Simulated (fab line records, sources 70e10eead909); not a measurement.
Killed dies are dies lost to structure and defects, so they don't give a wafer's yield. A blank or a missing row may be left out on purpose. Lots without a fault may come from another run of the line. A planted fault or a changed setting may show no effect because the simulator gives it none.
A struck lot beside a sound one | flow nand_harc | 42 steps out of a route of 1159
Sound: wafers L358.2, L358.3, L358.6. Struck: wafer L377.6. (L377.1, L377.5 of the same lot were not struck and are left out.) The cause comes at the end.
At each step with rows: each side's tool, then ch and its chambers, then its first start. Under that, the readings that differ: sound wafers | struck wafers | difference of the means | sigmas: that difference in standard deviations of wafers without a fault.
alike: readings whose means differ by less than 2 such deviations, and words and numbers that are the same on both sides. not compared: withheld readings, readings that some wafer has no value for, bounds like >300 that may hide the same value, and numbers for which the record gives no deviation and whose values overlap.
The two part at a step that has a row with sigmas, a row that says differs or no value, or rows on one side only. Numbers that don't overlap but have no deviation are shown without sigmas and don't part them. A reading that every wafer of one side lacks parts them only if that side has two wafers or more.

first, 5 steps without rows for these wafers: NHARC_A_SGD_CUT_SOFTBAKE_04 (time 55 s); NHARC_A_SGD_CUT_EBR_05; NHARC_A_SGD_CUT_EXPOSE_06 (exposes mask SGD); NHARC_A_SGD_CUT_PEB_07 (peb time 65 s); NHARC_A_SGD_CUT_DEVELOP_08 (develop time 35 s).
NHARC_A_SGD_CUT_CD_MEAS_09: target cd 100 nm.
  sound on cd_sem-02 ch 0, day 13 23:25; struck on cd_sem-01 ch 0, day 18 17:07
  reading    | sound           | struck | difference | sigmas
  cd_nm (nm) | 100.1 99.8 99.3 | 101.3  | +1.6       | +2
NHARC_A_SGD_CUT_OVL_MEAS_10:
  sound on overlay-02, day 13 23:29; struck on overlay-02, day 18 17:11
  reading           | sound       | struck | difference | sigmas
  overlay_y_nm (nm) | 0.5 0.7 0.8 | -1.1   | -1.8       | -3
  alike: overlay_x_nm
NHARC_A_SGD_CUT_INSPECT_11:
  sound on defect_inspect-01, day 13 23:32; struck on defect_inspect-02, day 18 17:14
  alike: raw_defect_count
then, 1 step without rows for these wafers: NHARC_A_SGD_CUT_DESCUM_14 (chemistry O2, time 3 s).
NHARC_A_SGD_CUT_ETCH_58: etches the open film in CF4, target depth 39 nm, time 65 s.
  sound on rie_diel-07 ch 1,2, day 13 23:40; struck on rie_diel-04 ch 1, day 18 17:23
  reading                | sound                | struck | difference | sigmas
  throttle_valve_pct (%) | 13.279 13.274 13.277 | 13.298 | +0.021     | +2
  alike: drypump_motor_current_A, mfc_ar_sccm, oes_product_au, rf_vpp_V, showerhead_plenum_p_Torr
  not compared: rf_hours_counter_h
then, 2 steps without rows for these wafers: NHARC_A_SGD_CUT_ETCH_59 (etches the open film in N2/H2, target depth 260 nm, time 406.25 s); NHARC_A_SGD_CUT_ETCH_15 (etches the open film in CH3F/O2, target depth 75 nm, time 64.3 s).
NHARC_A_SGD_CUT_ETCH_16: etches the open film in C4F8/O2/Ar, target depth 310.5 nm, time 155.2 s.
  sound on rie_diel-07 ch 0,1,3, day 14 00:10; struck on rie_diel-04 ch 0, day 18 17:52
  alike: oes_product_au, rf_vpp_V
  not compared: rf_hours_counter_h
then, 9 steps without rows for these wafers: NHARC_A_SGD_CUT_STRIP_60 (strips in C4F8/O2/Ar); NHARC_A_SGD_CUT_STRIP_17 (strips in O2); NHARC_A_SGD_CUT_PRECLEAN_18 (cleans in SC1); NHARC_A_SGD_CUT_SRD_19; NHARC_A_SGD_CUT_DEP_20 (deposits SiO2, target thk 150 nm); NHARC_A_SGD_CUT_ANNEAL_27 (time 1800 s); NHARC_A_SGD_CUT_CMP_21 (polishes, target thk 148.19 nm); NHARC_A_SGD_CUT_SRD_23; NHARC_A_SGD_CUT_ETCH_26 (etches SiO2 in dHF, target depth 45.8 nm).
NHARC_A_SGD_CUT_ETCHBACK_24: etches the open film in CH3F/O2, target depth 50 nm, time 92.857 s.
  sound on rie_diel-04 ch 0,2, day 14 06:04; struck on rie_diel-07 ch 0, day 19 00:34
  alike: drypump_motor_current_A, mfc_ar_sccm, oes_product_au, rf_vpp_V, showerhead_plenum_p_Torr, throttle_valve_pct
  not compared: rf_hours_counter_h
then, 1 step without rows for these wafers: NHARC_A_SGD_CUT_STRIP_28 (strips in O2, time 20 s).
NHARC_A_SGD_CUT_INSPECT_25:
  sound on defect_inspect-02, day 14 06:19; struck on defect_inspect-02, day 19 00:46
  alike: raw_defect_count
NHARC_A_SLIT_DEP_25: deposits SiO2, target thk 200 nm.
  the record has rows for the sound wafers here (pecvd-03 ch 0,1,2, day 14 06:22) and none for the struck ones
then, 1 step without rows for these wafers: NHARC_A_SLIT_DEP_00 (deposits aC, target thk 3200 nm).
NHARC_A_SLIT_DEP_23: deposits SiON, target thk 100 nm.
  the record has rows for the sound wafers here (pecvd-03 ch 0,2, day 14 08:41) and none for the struck ones
then, 8 steps without rows for these wafers: NHARC_A_SLIT_DEHYDRATE_01 (time 120 s); NHARC_A_SLIT_HMDS_02 (time 30 s); NHARC_A_SLIT_COAT_03 (resist thk 90 nm); NHARC_A_SLIT_SOFTBAKE_04 (time 55 s); NHARC_A_SLIT_EBR_05; NHARC_A_SLIT_EXPOSE_06 (exposes mask SLIT); NHARC_A_SLIT_PEB_07 (peb time 65 s); NHARC_A_SLIT_DEVELOP_08 (develop time 35 s).
NHARC_A_SLIT_CD_MEAS_09: target cd 300 nm.
  the record has rows for the sound wafers here (cd_sem-01 ch 0, day 14 09:22) and none for the struck ones
NHARC_A_SLIT_OVL_MEAS_10:
  the record has rows for the sound wafers here (overlay-01, day 14 09:27) and none for the struck ones
NHARC_A_SLIT_INSPECT_11:
  the record has rows for the sound wafers here (defect_inspect-02, day 14 09:29) and none for the struck ones
then, 1 step without rows for these wafers: NHARC_A_SLIT_DESCUM_14 (chemistry O2, time 3 s).
NHARC_A_SLIT_ETCH_24: etches the open film in CF4/CHF3, target depth 121 nm, time 60.5 s.
  the record has rows for the sound wafers here (rie_diel-10 ch 0,1,2, day 14 09:38) and none for the struck ones
-- the record jumps here: 5 days lie between the struck wafers' starts before and after (it left off in module A_SLIT and takes up again in module END, whose first step shown is number 1159 of the route) --
NHARC_END_SORT_01:
  sound on prober-01 ch 0, day 20 04:11; struck on prober-02 ch 0, day 24 02:15
  reading         | sound    | struck | difference | sigmas
  killed_at_array | 25 19 20 | 657    | +636       | +64
  killed_dies     | 28 22 21 | 663    | +639       | +64
  alike: killed_at_other, killed_at_periphery, killed_open, killed_short

WHERE THEY PART
First at NHARC_A_SGD_CUT_CD_MEAS_09; last, within this record, at NHARC_END_SORT_01.

WHY: what the simulator had put in
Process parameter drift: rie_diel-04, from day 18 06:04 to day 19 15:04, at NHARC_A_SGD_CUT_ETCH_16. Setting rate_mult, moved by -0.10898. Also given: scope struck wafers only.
